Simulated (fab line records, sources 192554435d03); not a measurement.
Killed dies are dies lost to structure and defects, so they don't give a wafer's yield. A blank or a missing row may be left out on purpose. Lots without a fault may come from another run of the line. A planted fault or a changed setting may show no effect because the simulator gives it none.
Which tool did it? | flow n5_finfet | 24 lots, 72 wafers sampled, at 4 steps of a route of 1938

WHAT THE GAUGES READ, wafer by wafer
N5_MOL_CONTACT_COAG_CD_MEAS_101: target cd 16 nm.
lot  | measured     | on        | cd_nm (nm)
L074 | day 5 05:28  | cd_sem-01 | 15.83 15.90 15.55
L075 | day 5 11:42  | cd_sem-02 | 16.23 16.48 15.77
L076 | day 5 18:43  | cd_sem-02 | 15.90 15.56 15.81
L077 | day 6 00:47  | cd_sem-01 | 15.96 16.38 15.85
L078 | day 6 07:16  | cd_sem-02 | 16.02 16.09 16.46
L079 | day 6 10:06  | cd_sem-03 | 16.18 16.02 16.15
L080 | day 6 16:52  | cd_sem-01 | 15.90 15.79 16.08
L081 | day 7 01:32  | cd_sem-02 | 15.91 15.29 16.02
L082 | day 7 03:54  | cd_sem-03 | 15.98 15.72 15.60
L083 | day 7 10:37  | cd_sem-02 | 16.02 15.34 15.51
L084 | day 7 19:23  | cd_sem-02 | 16.03 16.22 15.90
L086 | day 8 04:18  | cd_sem-01 | 16.01 16.15 16.38
L085 | day 8 07:14  | cd_sem-02 | 16.43 16.18 16.00
L087 | day 8 11:13  | cd_sem-02 | 15.96 15.72 16.34
L088 | day 8 21:58  | cd_sem-03 | 16.18 16.08 16.15
L089 | day 9 01:01  | cd_sem-02 | 16.05 15.36 15.71
L090 | day 9 05:18  | cd_sem-02 | 15.45 16.02 15.37
L091 | day 9 08:19  | cd_sem-03 | 16.03 15.99 15.57
L092 | day 9 15:46  | cd_sem-01 | 16.30 15.91 16.22
L093 | day 9 21:22  | cd_sem-02 | 16.16 16.01 15.92
L094 | day 10 03:46 | cd_sem-01 | 15.92 16.18 16.32
L095 | day 10 12:25 | cd_sem-02 | 15.98 15.80 15.80
L097 | day 11 00:25 | cd_sem-03 | 16.12 16.40 16.60
L096 | day 11 00:47 | cd_sem-03 | 16.00 15.51 15.58

WHICH TOOL RAN EACH LOT (tool, then ch and the chambers of the sampled wafers, then the start)
lot  | N5_MOL_CONTACT_COAG_ETCHBACK_135   | N5_MOL_CONTACT_COAG_ETCH_65       | N5_MOL_CONTACT_COAG_STRIP_49
L074 | rie_diel-01 ch 1,3, day 5 03:18    | rie_diel-06 ch 1,3, day 5 04:08   | plasma_asher-02 ch 0,1, day 5 05:19
L075 | rie_diel-06 ch 1,2, day 5 09:49    | rie_diel-02 ch 2,3, day 5 10:55   | plasma_asher-01 ch 0,1, day 5 11:34
L076 | rie_diel-01 ch 0,1,2, day 5 16:53  | rie_diel-06 ch 1,3, day 5 17:55   | plasma_asher-01 ch 0,1, day 5 18:34
L077 | rie_diel-02 ch 0,2, day 5 23:10    | rie_diel-02 ch 0,2,3, day 6 00:01 | plasma_asher-01 ch 0,1, day 6 00:38
L078 | rie_diel-06 ch 0,1,3, day 6 05:15  | rie_diel-01 ch 0,2, day 6 06:05   | plasma_asher-02 ch 0,1, day 6 07:07
L079 | rie_diel-01 ch 0,1,2, day 6 08:26  | rie_diel-06 ch 0,1, day 6 09:17   | plasma_asher-02 ch 0,1, day 6 09:56
L080 | rie_diel-01 ch 1,2, day 6 14:37    | rie_diel-01 ch 0,1, day 6 16:01   | plasma_asher-01 ch 0,1, day 6 16:43
L081 | rie_diel-02 ch 0,2, day 6 23:17    | rie_diel-01 ch 0,1,2, day 7 00:15 | plasma_asher-01 ch 0,1, day 7 01:23
L082 | rie_diel-02 ch 1,2,3, day 7 02:15  | rie_diel-06 ch 1,2,3, day 7 03:07 | plasma_asher-02 ch 0,1, day 7 03:45
L083 | rie_diel-02 ch 0,1,2, day 7 08:36  | rie_diel-06 ch 0,1, day 7 09:35   | plasma_asher-02 ch 0,1, day 7 10:29
L084 | rie_diel-02 ch 0,2,3, day 7 17:23  | rie_diel-06 ch 0,2,3, day 7 18:32 | plasma_asher-01 ch 0,1, day 7 19:14
L086 | rie_diel-01 ch 1,2,3, day 8 02:14  | rie_diel-06 ch 0,3, day 8 03:14   | plasma_asher-02 ch 0,1, day 8 04:09
L085 | rie_diel-01 ch 1,2,3, day 8 05:36  | rie_diel-01 ch 1,2,3, day 8 06:27 | plasma_asher-01 ch 0,1, day 8 07:07
L087 | rie_diel-06 ch 0,1,3, day 8 08:06  | rie_diel-01 ch 1,3, day 8 08:57   | plasma_asher-02 ch 0,1, day 8 11:03
L088 | rie_diel-01 ch 0,1,2, day 8 19:57  | rie_diel-06 ch 2,3, day 8 20:48   | plasma_asher-01 ch 0,1, day 8 21:49
L089 | rie_diel-02 ch 0,3, day 8 23:23    | rie_diel-06 ch 0,2,3, day 9 00:14 | plasma_asher-01 ch 0,1, day 9 00:53
L090 | rie_diel-01 ch 0,1,3, day 9 03:11  | rie_diel-02 ch 1,2,3, day 9 04:10 | plasma_asher-02 ch 0,1, day 9 05:09
L091 | rie_diel-06 ch 1,2,3, day 9 06:35  | rie_diel-01 ch 1,2,3, day 9 07:32 | plasma_asher-02 ch 0,1, day 9 08:10
L092 | rie_diel-06 ch 2,3, day 9 13:58    | rie_diel-06 ch 0,1,2, day 9 14:49 | plasma_asher-02 ch 0,1, day 9 15:31
L093 | rie_diel-01 ch 0,1,3, day 9 19:44  | rie_diel-01 ch 0,3, day 9 20:35   | plasma_asher-02 ch 0,1, day 9 21:13
L094 | rie_diel-02 ch 1,3, day 10 02:04   | rie_diel-02 ch 1,2, day 10 02:58  | plasma_asher-01 ch 0,1, day 10 03:37
L095 | rie_diel-02 ch 1,2,3, day 10 10:40 | rie_diel-01 ch 0,3, day 10 11:33  | plasma_asher-01 ch 0,1, day 10 12:16
L097 | rie_diel-02 ch 1,2, day 10 22:32   | rie_diel-01 ch 0,1, day 10 23:29  | plasma_asher-01 ch 0,1, day 11 00:16
L096 | rie_diel-01 ch 0,3, day 10 23:10   | rie_diel-06 ch 2,3, day 11 00:01  | plasma_asher-02 ch 0,1, day 11 00:39
- N5_MOL_CONTACT_COAG_ETCHBACK_135: etches SiO2 in CHF3, target depth 25 nm, time 16.7 s.
- N5_MOL_CONTACT_COAG_ETCH_65: etches underlayer in N2/H2, target depth 13 nm, time 10.4 s.
- N5_MOL_CONTACT_COAG_STRIP_49: strips in N2/H2, time 30 s.

WHAT THE TOOLS THEMSELVES READ (means of the sampled wafers that have a number; where no wafer has one, the mark that the record gives instead)
N5_MOL_CONTACT_COAG_ETCHBACK_135.
lot  | tool        | drypump_motor_current_A (A) | oes_product_au (a.u.) | rf_vpp_V (V) | showerhead_plenum_p_Torr (Torr) | throttle_valve_pct (%)
L074 | rie_diel-01 | 5.8                         | 0.71                  | 528          | 2.36                            | 19.03
L075 | rie_diel-06 | 5.6                         | 0.73                  | 521          | 2.36                            | 18.67
L076 | rie_diel-01 | 5.5                         | 0.76                  | 525          | 2.35                            | 18.78
L077 | rie_diel-02 | 5.8                         | 0.87                  | 525          | 2.38                            | 18.42
L078 | rie_diel-06 | 5.7                         | 0.77                  | 522          | 2.39                            | 18.64
L079 | rie_diel-01 | 5.5                         | 0.76                  | 527          | 2.34                            | 18.79
L080 | rie_diel-01 | 5.7                         | 0.83                  | 525          | 2.34                            | 18.55
L081 | rie_diel-02 | 5.8                         | 0.84                  | 525          | 2.38                            | 18.44
L082 | rie_diel-02 | 5.6                         | 0.86                  | 523          | 2.38                            | 18.50
L083 | rie_diel-02 | 5.8                         | 0.86                  | 525          | 2.38                            | 18.45
L084 | rie_diel-02 | 5.6                         | 0.79                  | 525          | 2.42                            | 18.51
L086 | rie_diel-01 | 5.9                         | 0.85                  | 526          | 2.34                            | 18.66
L085 | rie_diel-01 | 5.9                         | 0.84                  | 526          | 2.34                            | 18.66
L087 | rie_diel-06 | 5.7                         | 0.75                  | 522          | 2.38                            | 18.67
L088 | rie_diel-01 | 5.5                         | 0.85                  | 525          | 2.34                            | 18.67
L089 | rie_diel-02 | 5.4                         | 0.73                  | 527          | 2.47                            | 18.60
L090 | rie_diel-01 | 5.7                         | 0.88                  | 526          | 2.35                            | 18.76
L091 | rie_diel-06 | 5.8                         | 0.78                  | 519          | 2.31                            | 18.64
L092 | rie_diel-06 | 6.0                         | 0.76                  | 518          | 2.28                            | 18.73
L093 | rie_diel-01 | 5.7                         | 0.86                  | 526          | 2.34                            | 18.77
L094 | rie_diel-02 | 5.6                         | 0.83                  | 522          | 2.38                            | 18.54
L095 | rie_diel-02 | 5.6                         | 0.81                  | 522          | 2.37                            | 18.55
L097 | rie_diel-02 | 5.8                         | 0.86                  | 521          | 2.33                            | 18.49
L096 | rie_diel-01 | 5.6                         | 0.92                  | 525          | 2.33                            | 18.58

N5_MOL_CONTACT_COAG_ETCH_65.
lot  | tool        | drypump_motor_current_A (A) | etch_rf_on_time_s (s) | oes_product_au (a.u.) | rf_vpp_V (V) | showerhead_plenum_p_Torr (Torr) | throttle_valve_pct (%)
L074 | rie_diel-06 | 5.8                         | 10.41                 | 0.63                  | 522.3        | 2.50                            | 17.77
L075 | rie_diel-02 | 5.4                         | 10.28                 | 0.70                  | 524.9        | 2.60                            | 17.66
L076 | rie_diel-06 | 5.8                         | 10.47                 | 0.63                  | 523.3        | 2.49                            | 17.78
L077 | rie_diel-02 | 5.6                         | 10.05                 | 0.69                  | 525.8        | 2.60                            | 17.64
L078 | rie_diel-01 | 5.6                         | 10.26                 | 0.70                  | 522.4        | 2.49                            | 17.65
L079 | rie_diel-06 | 5.5                         | 10.54                 | 0.66                  | 525.6        | 2.59                            | 17.66
L080 | rie_diel-01 | 5.5                         | 10.40                 | 0.59                  | 523.8        | 2.51                            | 18.20
L081 | rie_diel-01 | 5.5                         | 10.38                 | 0.64                  | 522.0        | 2.50                            | 17.94
L082 | rie_diel-06 | 5.8                         | 10.33                 | 0.68                  | 522.6        | 2.48                            | 17.78
L083 | rie_diel-06 | 5.5                         | 10.44                 | 0.66                  | 524.5        | 2.59                            | 17.69
L084 | rie_diel-06 | 5.7                         | 10.41                 | 0.70                  | 523.9        | 2.53                            | 17.81
L086 | rie_diel-06 | 5.9                         | 10.42                 | 0.63                  | 523.1        | 2.51                            | 17.99
L085 | rie_diel-01 | 5.9                         | 10.44                 | 0.71                  | 521.3        | 2.50                            | 17.74
L087 | rie_diel-01 | 6.1                         | 10.23                 | 0.75                  | 523.1        | 2.50                            | 17.78
L088 | rie_diel-06 | 6.0                         | 10.22                 | 0.66                  | 520.7        | 2.44                            | 17.94
L089 | rie_diel-06 | 5.7                         | 10.15                 | 0.70                  | 522.8        | 2.53                            | 17.83
L090 | rie_diel-02 | 5.5                         | 10.17                 | 0.71                  | 523.5        | 2.54                            | 17.69
L091 | rie_diel-01 | 5.9                         | 10.27                 | 0.71                  | 522.3        | 2.49                            | 17.77
L092 | rie_diel-06 | 5.5                         | 10.32                 | 0.70                  | 524.9        | 2.57                            | 17.68
L093 | rie_diel-01 | 5.6                         | 10.30                 | 0.81                  | 522.6        | 2.49                            | 17.66
L094 | rie_diel-02 | 5.8                         | 10.23                 | 0.74                  | 522.4        | 2.48                            | 17.67
L095 | rie_diel-01 | 5.6                         | 10.17                 | 0.80                  | 522.8        | 2.49                            | 17.66
L097 | rie_diel-01 | 5.3                         | 10.16                 | 0.73                  | 522.9        | 2.49                            | 17.90
L096 | rie_diel-06 | 5.9                         | 10.24                 | 0.70                  | 521.5        | 2.45                            | 17.80

N5_MOL_CONTACT_COAG_STRIP_49.
lot  | tool            | drypump_motor_current_A (A) | heater_power_w (W)
L074 | plasma_asher-02 | 5.9                         | 306
L075 | plasma_asher-01 | 6.0                         | 354
L076 | plasma_asher-01 | 6.0                         | 358
L077 | plasma_asher-01 | 5.7                         | 375
L078 | plasma_asher-02 | 5.7                         | 317
L079 | plasma_asher-02 | 5.7                         | 317
L080 | plasma_asher-01 | 6.0                         | 356
L081 | plasma_asher-01 | 5.7                         | 375
L082 | plasma_asher-02 | 5.7                         | 318
L083 | plasma_asher-02 | 5.7                         | 321
L084 | plasma_asher-01 | 5.7                         | 379
L086 | plasma_asher-02 | 5.7                         | 308
L085 | plasma_asher-01 | 5.7                         | 373
L087 | plasma_asher-02 | 5.9                         | 310
L088 | plasma_asher-01 | 6.1                         | 354
L089 | plasma_asher-01 | 6.1                         | 353
L090 | plasma_asher-02 | 5.7                         | 320
L091 | plasma_asher-02 | 5.7                         | 318
L092 | plasma_asher-02 | 5.9                         | 312
L093 | plasma_asher-02 | 5.9                         | 307
L094 | plasma_asher-01 | 5.7                         | 377
L095 | plasma_asher-01 | 6.0                         | 354
L097 | plasma_asher-01 | 6.0                         | 346
L096 | plasma_asher-02 | 5.9                         | 309

THE ANSWER, worked out from the rows above alone
Rule: what is usual is taken from the lots themselves. Put in order of their means at a reading, lots are off if they are a third of the lots or fewer, leave a main group of 4 or more, and stand apart from it by a gap of 3 or more times the standard deviation of the main group's means; of several such gaps the widest counts. A main group whose means are all the same, to the digits that the tables above print for the reading, isn't used. A lot without any number at a reading at which 4 lots or more have one is off too. The other lots that the step has rows for count as sound. The gauges are gone through in route order, then the tools' own readings, and for those a lot's mean is taken as printed above. The first step at which some lot is off is used, and at that step the reading that is off furthest; a lot without a number counts as furthest.
No lot is off at any reading shown: from this, nothing can be told.

WHAT THE SIMULATOR HAD PUT IN
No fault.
